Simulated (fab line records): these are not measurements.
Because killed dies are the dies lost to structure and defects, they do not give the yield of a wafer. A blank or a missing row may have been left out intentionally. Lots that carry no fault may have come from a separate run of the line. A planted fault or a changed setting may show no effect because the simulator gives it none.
Which tool was responsible?    flow nand-harc    17 wafers from 6 lots sampled at 3 of the route's 1302 steps

== WHAT THE GAUGES READ, wafer by wafer ==
NHARC_A_ONON_D2_THK_MEAS_30: measures by ellipsometry.
lot   measured      on             thk-nm (nm)
L440  day 13 12:22  film-metro-02  991 992 992
L441  day 14 05:58  film-metro-01  1000 997 999
L448  day 17 07:37  film-metro-01  1002 1003 1004
L450  day 17 22:04  film-metro-01  996 996 997
L457  day 20 22:33  film-metro-02  1009 754
L459  day 21 16:21  film-metro-02  998 1000 998

== TOOL THAT RAN EACH LOT (tool first, then ch and the chambers of the sampled wafers, then the start) ==
lot   NHARC_A_DECK1_JOINT_ETCHBACK_00   NHARC_A_ONON_D2_DEP_28
L440  rie-si-03 ch 1,3, day 12 02:43    pecvd-onon-03 ch 0, day 13 11:55
L441  rie-si-05 ch 1,2,3, day 12 15:55  pecvd-onon-03 ch 0, day 14 05:27
L448  rie-si-02 ch 1,3, day 15 16:29    pecvd-onon-04 ch 0, day 17 07:06
L450  rie-si-05 ch 0,1,3, day 16 05:26  pecvd-onon-02 ch 0, day 17 21:43
L457  rie-si-03 ch 1,3, day 19 06:15    pecvd-onon-04 ch 0, day 20 22:09
L459  rie-si-05 ch 1,2,3, day 20 02:09  pecvd-onon-02 ch 0, day 21 15:50
- NHARC_A_DECK1_JOINT_ETCHBACK_00: etches the open film in HBr, target depth 30 nm, time 17.4 s.
- NHARC_A_ONON_D2_DEP_28: target thk 1000 nm.

== THE ANSWER, worked out from the rows above alone ==
Rule: what is usual is taken from the lots themselves. Put in order of their means at a reading, lots are off if they are a third of the lots or fewer, leave a main group of 4 or more, and stand apart from it by a gap of 3 or more times the standard deviation of the main group's means; of several such gaps the widest counts. A main group whose means are all the same, to the digits that the tables above print for the reading, isn't used. Also off: a lot with no number at a reading for which 4 or more lots have one. All remaining lots with rows at the step are treated as sound.
Off: L457, at NHARC_A_ONON_D2_THK_MEAS_30 (thk-nm). Main group: mean 998 nm, sd 3.7.
If a tool, at a process step before that reading, ran all the lots that are off and no sound lot after the first of them, it fits. Gauges at NHARC_A_ONON_D2_THK_MEAS_30: tried the same way as those tools. 2 tools fit, rie-si-03 at NHARC_A_DECK1_JOINT_ETCHBACK_00 and pecvd-onon-04 at NHARC_A_ONON_D2_DEP_28, so this cannot tell which one it is.

== WHAT THE SIMULATOR HAD INSERTED ==
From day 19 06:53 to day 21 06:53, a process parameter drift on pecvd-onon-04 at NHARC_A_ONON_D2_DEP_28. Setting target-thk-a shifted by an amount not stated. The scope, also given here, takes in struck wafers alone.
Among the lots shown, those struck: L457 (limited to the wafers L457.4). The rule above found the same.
